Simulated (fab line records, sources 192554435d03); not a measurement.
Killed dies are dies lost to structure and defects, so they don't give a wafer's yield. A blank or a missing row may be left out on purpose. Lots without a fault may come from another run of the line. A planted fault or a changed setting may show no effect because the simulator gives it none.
fab line records | flow n5_finfet
record lots=24 wafers=72 last_day=18
route steps=1938 shown BEOL_M5@1126 BEOL_M6@1195
lots that met no fault: from a run of the same line without faults
start_h: hours from the record's first day to the start of the lot's first wafer shown | wait_h: hours since the lot's step before | " the same as in the row above | L1.1+2: a row that stands for several wafers | - no value, or no start given | * or withheld: withheld | < > ~ a bound
route shown NAME@n: a module of which the file shows steps, and the number in the route of the first | usual: mean/standard deviation of fault-free wafers | same: alike in all rows | chamber/n: place in a boat | sites: the reading at each site | _std_site: their standard deviation | _edge_site: outer sites' mean less inner sites' | radius_mm: how far each site lies from the wafer's centre | mask NAME#n: copy n | behind: the tool/chamber that last shaped the wafer | hold: why the lot was held/for how many hours/how that ended | device: the transistor (n, p or np) that didn't switch | end of line: the same wafers' tests at the end of the route | a step without rows: its recipe alone | killed: dies lost to structure and defects at the first sort, not the wafer's yield | map: a wafer's dies, x killed, . not, _ none there
set.NAME: the setting as run; set.NAME@STEP: as run at that earlier step | model.NAME: the simulator's own value behind a step, which no gauge read
steps of the route over a sample of lots; a table a step, a row a wafer
services: from which hour (start_h, from the record's first day; less than 0 if before it) a tool's chamber was out of use, for how many hours, and why
## steps
# step N5_BEOL_M5_CD_MEAS_11
# recipe target_cd_nm=27.74 landing_energy_ev=500 detector=se_inlens
# usual cd_nm=27.98/0.27
# columns lot.wafer tool chamber start_h wait_h cd_nm
L076.1 cd_sem-01 0 190.66 - 28.23
L076.3 " 0 " " 28.42
L076.6 " 0 " " 28.44
L077.1 cd_sem-03 0 193.57 - 28.10
L077.3 " 0 " " 28.41
L077.6 " 0 " " 28.00
L075.2 cd_sem-02 0 197.08 - 27.80
L075.4 " 0 " " 27.99
L075.6 " 0 " " 28.75
L078.3 cd_sem-02 0 204.13 - 28.25
L078.4 " 0 " " 28.15
L078.5 " 0 " " 28.00
L080.1 cd_sem-03 0 213.33 - 28.55
L080.3 " 0 " " 28.00
L080.6 " 0 " " 28.47
L074.1 cd_sem-01 0 215.98 - 28.09
L074.5 " 0 " " 27.66
L074.6 " 0 " " 27.62
L081.2 cd_sem-01 0 219.45 - 27.86
L081.3 " 0 " " 28.07
L081.5 " 0 " " 27.80
L079.3 cd_sem-02 0 219.57 - 27.88
L079.4 " 0 " " 27.99
L079.6 " 0 " " 28.06
L082.1 cd_sem-02 0 223.72 - 27.95
L082.2 " 0 " " 27.84
L082.4 " 0 " " 27.74
L083.1 cd_sem-01 0 242.26 - 27.94
L083.2 " 0 " " 27.70
L083.4 " 0 " " 27.96
L084.1 cd_sem-02 0 242.30 - 27.75
L084.2 " 0 " " 27.69
L084.6 " 0 " " 27.96
L085.2 cd_sem-01 0 244.68 - 27.83
L085.3 " 0 " " 27.60
L085.6 " 0 " " 27.58
L086.1 cd_sem-02 0 261.68 - 28.18
L086.3 " 0 " " 28.20
L086.6 " 0 " " 27.98
L088.2 cd_sem-01 0 277.72 - 28.14
L088.3 " 0 " " 28.65
L088.5 " 0 " " 28.00
L090.1 cd_sem-01 0 285.54 - 28.10
L090.4 " 0 " " 28.08
L090.5 " 0 " " 28.18
L089.2 cd_sem-03 0 285.91 - 27.81
L089.3 " 0 " " 28.13
L089.4 " 0 " " 27.67
L087.1 cd_sem-02 0 286.23 - 27.94
L087.3 " 0 " " 27.41
L087.6 " 0 " " 28.17
L091.3 cd_sem-01 0 289.42 - 27.60
L091.5 " 0 " " 28.01
L091.6 " 0 " " 27.70
L092.3 cd_sem-03 0 289.68 - 28.06
L092.4 " 0 " " 27.51
L092.6 " 0 " " 28.18
L093.1 cd_sem-01 0 310.56 - 28.11
L093.2 " 0 " " 28.03
L093.4 " 0 " " 28.07
L094.1 cd_sem-02 0 317.02 - 27.94
L094.2 " 0 " " 27.78
L094.5 " 0 " " 27.92
L095.2 cd_sem-02 0 321.73 - 27.93
L095.3 " 0 " " 27.99
L095.4 " 0 " " 27.63
L096.2 cd_sem-03 0 325.73 - 27.50
L096.3 " 0 " " 27.96
L096.4 " 0 " " 27.80
L097.2 cd_sem-03 0 327.85 - 28.08
L097.4 " 0 " " 28.33
L097.5 " 0 " " 28.32
# step N5_BEOL_M5_OCD_MEAS_38
# usual trench_depth_nm=70.8/1.7
# columns lot.wafer tool chamber start_h wait_h trench_depth_nm
L076.1 ocd-02 - 192.34 - 71.1
L076.3 " - " " 70.0
L076.6 " - " " 70.7
L077.1 ocd-02 - 196.32 - 73.7
L077.3 " - " " 70.2
L077.6 " - " " 70.8
L075.2 ocd-02 - 198.86 - 70.6
L075.4 " - " " 71.2
L075.6 " - " " 69.8
L078.3 ocd-01 - 206.90 - 70.5
L078.4 " - " " 70.1
L078.5 " - " " 70.8
L080.1 ocd-01 - 215.71 - 71.2
L080.3 " - " " 71.1
L080.6 " - " " 70.2
L074.1 ocd-01 - 218.95 - 69.8
L074.5 " - " " 69.7
L074.6 " - " " 73.9
L081.2 ocd-01 - 222.79 - 73.6
L081.3 " - " " 69.6
L081.5 " - " " 72.2
L079.3 ocd-01 - 223.40 - 70.0
L079.4 " - " " 70.3
L079.6 " - " " 69.3
L082.1 ocd-02 - 225.45 - 68.6
L082.2 " - " " 69.2
L082.4 " - " " 70.0
L084.1 ocd-01 - 245.71 - 72.2
L084.2 " - " " 69.7
L084.6 " - " " 70.0
L083.1 ocd-02 - 245.84 - 69.8
L083.2 " - " " 69.9
L083.4 " - " " 71.4
L085.2 ocd-02 - 246.64 - 70.8
L085.3 " - " " 71.9
L085.6 " - " " 74.3
L086.1 ocd-02 - 264.69 - 74.1
L086.3 " - " " 69.0
L086.6 " - " " 70.4
L088.2 ocd-02 - 282.26 - 69.7
L088.3 " - " " 71.4
L088.5 " - " " 72.3
L087.1 ocd-02 - 288.81 - 70.0
L087.3 " - " " 72.3
L087.6 " - " " 68.7
L089.2 ocd-01 - 289.17 - 70.6
L089.3 " - " " 74.1
L089.4 " - " " 69.2
L090.1 ocd-02 - 289.20 - 73.3
L090.4 " - " " 69.1
L090.5 " - " " 72.3
L091.3 ocd-01 - 295.10 - 69.5
L091.5 " - " " 69.9
L091.6 " - " " 69.7
L092.3 ocd-01 - 295.51 - 73.3
L092.4 " - " " 68.8
L092.6 " - " " 69.9
L093.1 ocd-01 - 314.36 - 73.3
L093.2 " - " " 69.1
L093.4 " - " " 69.3
L094.1 ocd-01 - 321.06 - 69.7
L094.2 " - " " 73.7
L094.5 " - " " 68.7
L095.2 ocd-02 - 324.65 - 74.4
L095.3 " - " " 71.8
L095.4 " - " " 72.4
L097.2 ocd-02 - 330.30 - 69.5
L097.4 " - " " 69.3
L097.5 " - " " 70.0
L096.2 ocd-02 - 330.57 - 72.7
L096.3 " - " " 70.7
L096.4 " - " " 70.9
# step N5_BEOL_M5_CD_MEAS_35
# recipe target_cd_nm=28 target_cd_y_nm=24 polarity=opening
# usual cd_nm=28.0/0.37
# columns lot.wafer tool chamber start_h wait_h cd_nm
L076.1 cd_sem-01 - 192.50 0.0 27.8
L076.3 " - " " 28.2
L076.6 " - " " 28.3
L077.1 cd_sem-03 - 196.47 0.0 28.1
L077.3 " - " " 28.8
L077.6 " - " " 28.4
L075.2 cd_sem-01 - 199.01 0.0 28.3
L075.4 " - " " 28.2
L075.6 " - " " 28.8
L078.3 cd_sem-03 - 207.05 0.0 28.0
L078.4 " - " " 27.7
L078.5 " - " " 27.8
L080.1 cd_sem-02 - 215.96 0.0 28.2
L080.3 " - " " 27.1
L080.6 " - " " 27.5
L074.1 cd_sem-01 - 219.10 0.0 27.9
L074.5 " - " " 27.9
L074.6 " - " " 28.0
L081.2 cd_sem-01 - 223.05 0.0 28.0
L081.3 " - " " 28.4
L081.5 " - " " 27.4
L079.3 cd_sem-01 - 223.55 0.0 28.0
L079.4 " - " " 27.7
L079.6 " - " " 27.5
L082.1 cd_sem-02 - 225.60 0.0 27.9
L082.2 " - " " 27.0
L082.4 " - " " 28.4
L084.1 cd_sem-03 - 245.87 0.0 27.6
L084.2 " - " " 27.8
L084.6 " - " " 27.8
L083.1 cd_sem-03 - 246.00 0.0 28.0
L083.2 " - " " 28.3
L083.4 " - " " 28.1
L085.2 cd_sem-01 - 246.79 0.0 27.7
L085.3 " - " " 27.6
L085.6 " - " " 27.9
L086.1 cd_sem-03 - 264.85 0.0 27.9
L086.3 " - " " 27.8
L086.6 " - " " 28.0
L088.2 cd_sem-03 - 282.42 0.0 28.5
L088.3 " - " " 28.2
L088.5 " - " " 28.5
L087.1 cd_sem-03 - 288.97 0.0 27.8
L087.3 " - " " 27.9
L087.6 " - " " 27.8
L089.2 cd_sem-02 - 289.32 0.0 27.8
L089.3 " - " " 27.6
L089.4 " - " " 27.9
L090.1 cd_sem-03 - 289.36 0.0 27.7
L090.4 " - " " 28.1
L090.5 " - " " 28.3
L091.3 cd_sem-03 - 295.25 0.0 28.7
L091.5 " - " " 28.0
L091.6 " - " " 27.6
L092.3 cd_sem-03 - 295.66 0.0 27.8
L092.4 " - " " 27.3
L092.6 " - " " 27.5
L093.1 cd_sem-02 - 314.51 0.0 27.8
L093.2 " - " " 27.9
L093.4 " - " " 28.4
L094.1 cd_sem-03 - 321.21 0.0 27.4
L094.2 " - " " 27.7
L094.5 " - " " 28.2
L095.2 cd_sem-01 - 324.81 0.0 27.8
L095.3 " - " " 27.7
L095.4 " - " " 28.3
L097.2 cd_sem-02 - 330.45 0.0 28.0
L097.4 " - " " 28.0
L097.5 " - " " 28.3
L096.2 cd_sem-02 - 330.72 0.0 28.4
L096.3 " - " " 29.0
L096.4 " - " " 28.1
# step N5_BEOL_M5_SPUTTER_88
# recipe material=Cu target_thk_a=150 temp_c=-20 chamber_pressure_pa=0.07 power_w=withheld time_s=27.62
# usual throttle_valve_pct=29.6/0.91
# columns lot.wafer tool chamber start_h wait_h throttle_valve_pct
L076.1 pvd_sputter-01 - 196.95 0.5 30.6
L076.3 " - " " 31.6
L076.6 " - " " 29.5
L077.1 pvd_sputter-02 - 201.73 0.5 29.7
L077.3 " - " " 28.9
L077.6 " - " " 28.7
L075.2 pvd_sputter-03 - 205.23 0.5 30.2
L075.4 " - " " 29.8
L075.6 " - " " 28.6
L078.3 pvd_sputter-03 - 211.57 0.5 28.6
L078.4 " - " " 30.3
L078.5 " - " " 30.3
L080.1 pvd_sputter-02 - 222.03 0.5 29.0
L080.3 " - " " 30.1
L080.6 " - " " 29.9
L074.1 pvd_sputter-01 - 223.98 0.5 31.8
L074.5 " - " " 30.9
L074.6 " - " " 30.6
L081.2 pvd_sputter-03 - 228.19 0.5 30.5
L081.3 " - " " 28.6
L081.5 " - " " 30.3
L079.3 pvd_sputter-01 - 228.41 0.5 31.4
L079.4 " - " " 30.5
L079.6 " - " " 31.5
L082.1 pvd_sputter-02 - 230.37 0.5 28.2
L082.2 " - " " 30.1
L082.4 " - " " 29.0
L084.1 pvd_sputter-02 - 250.10 0.5 28.2
L084.2 " - " " 29.6
L084.6 " - " " 29.9
L083.1 pvd_sputter-03 - 250.47 0.5 28.5
L083.2 " - " " 30.1
L083.4 " - " " 29.8
L085.2 pvd_sputter-02 - 255.31 0.5 29.1
L085.3 " - " " 28.0
L085.6 " - " " 28.1
L086.1 pvd_sputter-03 - 270.27 0.5 28.5
L086.3 " - " " 30.5
L086.6 " - " " 28.7
L088.2 pvd_sputter-02 - 287.99 0.5 29.7
L088.3 " - " " 28.6
L088.5 " - " " 29.8
L087.1 pvd_sputter-03 - 293.53 0.5 30.4
L087.3 " - " " 29.8
L087.6 " - " " 29.1
L089.2 pvd_sputter-01 - 293.94 0.5 30.6
L089.3 " - " " 29.3
L089.4 " - " " 31.6
L090.1 pvd_sputter-02 - 295.24 0.5 28.3
L090.4 " - " " 28.7
L090.5 " - " " 30.1
L091.3 pvd_sputter-02 - 299.74 0.5 28.8
L091.5 " - " " 28.7
L091.6 " - " " 30.0
L092.3 pvd_sputter-03 - 300.32 0.5 29.9
L092.4 " - " " 30.2
L092.6 " - " " 29.9
L093.1 pvd_sputter-02 - 318.99 0.5 29.2
L093.2 " - " " 29.9
L093.4 " - " " 28.3
L094.1 pvd_sputter-01 - 325.80 0.5 29.6
L094.2 " - " " 30.8
L094.5 " - " " 30.6
L095.2 pvd_sputter-02 - 329.87 0.5 30.0
L095.3 " - " " 29.1
L095.4 " - " " 27.9
L097.2 pvd_sputter-01 - 334.88 0.5 30.8
L097.4 " - " " 30.9
L097.5 " - " " 29.2
L096.2 pvd_sputter-02 - 335.15 0.5 29.1
L096.3 " - " " 28.8
L096.4 " - " " 30.1
# step N5_BEOL_M6_CURE_74
# recipe temp_c=385 time_s=240 ambient=He/Ar material=SiCOH_lowk
# usual lamp_power_pct=52.31/0.056 wafer_temp_C_max=386.8/0.57
# columns lot.wafer tool chamber start_h wait_h lamp_power_pct wafer_temp_C_max
L076.1 uv_cure-02 2 200.03 0.0 52.44 387.3
L076.3 " 2 " " 52.25 387.0
L076.6 " 2 " " 52.41 387.3
L077.1 uv_cure-02 1 204.64 0.1 52.35 386.8
L077.3 " 1 " " 52.24 387.4
L077.6 " 1 " " 52.24 387.2
L075.2 uv_cure-02 1 207.58 0.1 52.30 386.9
L075.4 " 1 " " 52.27 387.3
L075.6 " 1 " " 52.42 387.1
L078.3 uv_cure-03 2 214.61 0.2 52.32 386.0
L078.4 " 2 " " 52.32 386.7
L078.5 " 2 " " 52.35 386.6
L080.1 uv_cure-02 0 224.39 0.0 52.26 386.6
L080.3 " 0 " " 52.36 387.3
L080.6 " 0 " " 52.30 386.9
L074.1 uv_cure-01 2 227.40 0.1 52.31 386.3
L074.5 " 2 " " 52.30 386.5
L074.6 " 2 " " 52.42 386.5
L081.2 uv_cure-03 1 230.82 0.1 52.23 386.9
L081.3 " 1 " " 52.35 387.8
L081.5 " 1 " " 52.33 387.3
L079.3 uv_cure-02 2 231.08 0.4 52.25 387.1
L079.4 " 2 " " 52.29 387.5
L079.6 " 2 " " 52.32 386.4
L082.1 uv_cure-03 0 232.81 0.0 52.27 386.2
L082.2 " 0 " " 52.35 385.9
L082.4 " 0 " " 52.22 386.7
L084.1 uv_cure-02 1 252.38 0.0 52.40 386.9
L084.2 " 1 " " 52.30 386.7
L084.6 " 1 " " 52.26 387.8
L083.1 uv_cure-02 1 252.86 0.1 52.33 388.5
L083.2 " 1 " " 52.30 387.2
L083.4 " 1 " " 52.36 387.3
L085.2 uv_cure-02 1 257.80 0.3 52.23 387.4
L085.3 " 1 " " 52.27 386.5
L085.6 " 1 " " 52.35 386.7
L086.1 uv_cure-03 0 272.62 0.1 52.35 386.0
L086.3 " 0 " " 52.33 386.6
L086.6 " 0 " " 52.33 386.1
L088.2 uv_cure-03 2 290.41 0.1 52.38 386.6
L088.3 " 2 " " 52.30 386.7
L088.5 " 2 " " 52.37 386.7
L087.1 uv_cure-03 1 295.83 0.0 52.34 387.1
L087.3 " 1 " " 52.38 388.5
L087.6 " 1 " " 52.43 387.2
L089.2 uv_cure-02 1 296.31 0.1 52.28 388.0
L089.3 " 1 " " 52.32 387.2
L089.4 " 1 " " 52.27 386.8
L090.1 uv_cure-03 2 298.16 0.0 52.36 386.4
L090.4 " 2 " " 52.28 387.1
L090.5 " 2 " " 52.28 386.4
L091.3 uv_cure-01 0 302.18 0.2 52.33 386.5
L091.5 " 0 " " 52.16 386.6
L091.6 " 0 " " 52.37 386.1
L092.3 uv_cure-02 1 302.79 0.2 52.26 387.4
L092.4 " 1 " " 52.36 386.8
L092.6 " 1 " " 52.36 386.5
L093.1 uv_cure-01 2 321.35 0.1 52.41 386.4
L093.2 " 2 " " 52.32 385.8
L093.4 " 2 " " 52.36 386.4
L094.1 uv_cure-01 2 328.61 0.1 52.29 386.2
L094.2 " 2 " " 52.19 386.6
L094.5 " 2 " " 52.35 386.4
L095.2 uv_cure-01 2 332.22 0.1 52.31 385.7
L095.3 " 2 " " 52.22 385.9
L095.4 " 2 " " 52.33 385.9
L097.2 uv_cure-01 2 337.35 0.1 52.39 386.2
L097.4 " 2 " " 52.30 386.4
L097.5 " 2 " " 52.25 386.1
L096.2 uv_cure-03 1 337.67 0.1 52.31 387.4
L096.3 " 1 " " 52.33 386.7
L096.4 " 1 " " 52.29 387.8
# step N5_BEOL_M6_CD_MEAS_11
# recipe target_cd_nm=38.5 landing_energy_ev=500 detector=se_inlens polarity=opening
# usual cd_nm=38.5/0.54
# columns lot.wafer tool chamber start_h wait_h cd_nm
L076.1 cd_sem-03 0 203.09 - 38.8
L076.3 " 0 " " 38.5
L076.6 " 0 " " 39.4
L077.1 cd_sem-01 0 207.57 - 38.4
L077.3 " 0 " " 38.4
L077.6 " 0 " " 38.9
L075.2 cd_sem-01 0 210.95 - 38.6
L075.4 " 0 " " 39.1
L075.6 " 0 " " 39.1
L078.3 cd_sem-03 0 216.17 - 38.6
L078.4 " 0 " " 37.7
L078.5 " 0 " " 38.3
L080.1 cd_sem-02 0 226.64 - 37.8
L080.3 " 0 " " 37.9
L080.6 " 0 " " 38.1
L074.1 cd_sem-02 0 232.08 - 38.5
L074.5 " 0 " " 36.8
L074.6 " 0 " " 38.1
L081.2 cd_sem-02 0 232.25 - 38.8
L081.3 " 0 " " 38.6
L081.5 " 0 " " 38.1
L079.3 cd_sem-02 0 232.61 - 37.0
L079.4 " 0 " " 37.5
L079.6 " 0 " " 37.8
L082.1 cd_sem-02 0 235.70 - 38.3
L082.2 " 0 " " 38.2
L082.4 " 0 " " 38.5
L084.1 cd_sem-02 0 254.24 - 38.8
L084.2 " 0 " " 38.4
L084.6 " 0 " " 38.6
L083.1 cd_sem-03 0 254.58 - 38.3
L083.2 " 0 " " 38.2
L083.4 " 0 " " 38.0
L085.2 cd_sem-01 0 258.90 - 37.8
L085.3 " 0 " " 38.5
L085.6 " 0 " " 38.7
L086.1 cd_sem-02 0 274.39 - 37.3
L086.3 " 0 " " 38.3
L086.6 " 0 " " 38.3
L088.2 cd_sem-01 0 295.73 - 37.8
L088.3 " 0 " " 38.7
L088.5 " 0 " " 38.1
L087.1 cd_sem-03 0 297.26 - 38.9
L087.3 " 0 " " 38.2
L087.6 " 0 " " 38.1
L089.2 cd_sem-03 0 299.48 - 38.1
L089.3 " 0 " " 39.7
L089.4 " 0 " " 38.0
L090.1 cd_sem-03 0 300.70 - 39.1
L090.4 " 0 " " 39.6
L090.5 " 0 " " 39.0
L091.3 cd_sem-02 0 304.04 - 38.0
L091.5 " 0 " " 38.5
L091.6 " 0 " " 38.0
L092.3 cd_sem-01 0 304.18 - 38.1
L092.4 " 0 " " 38.7
L092.6 " 0 " " 38.5
L093.1 cd_sem-02 0 322.69 - 38.3
L093.2 " 0 " " 38.3
L093.4 " 0 " " 38.1
L094.1 cd_sem-01 0 331.29 - 39.0
L094.2 " 0 " " 38.3
L094.5 " 0 " " 37.9
L095.2 cd_sem-03 0 336.58 - 38.3
L095.3 " 0 " " 38.8
L095.4 " 0 " " 38.5
L097.2 cd_sem-01 0 339.22 - 38.6
L097.4 " 0 " " 38.9
L097.5 " 0 " " 39.9
L096.2 cd_sem-02 0 340.03 - 38.0
L096.3 " 0 " " 38.9
L096.4 " 0 " " 38.9
## services
# columns tool chamber start_h hours kind
uv_cure-01 - 201.96 0.4 repair
uv_cure-01 - 250.88 7.5 pm
uv_cure-03 - 310.08 2.0 repair
uv_cure-03 - 316.30 7.5 pm
uv_cure-02 - 317.76 1.0 pm
uv_cure-02 - 332.44 2.8 pm
## key
fault none
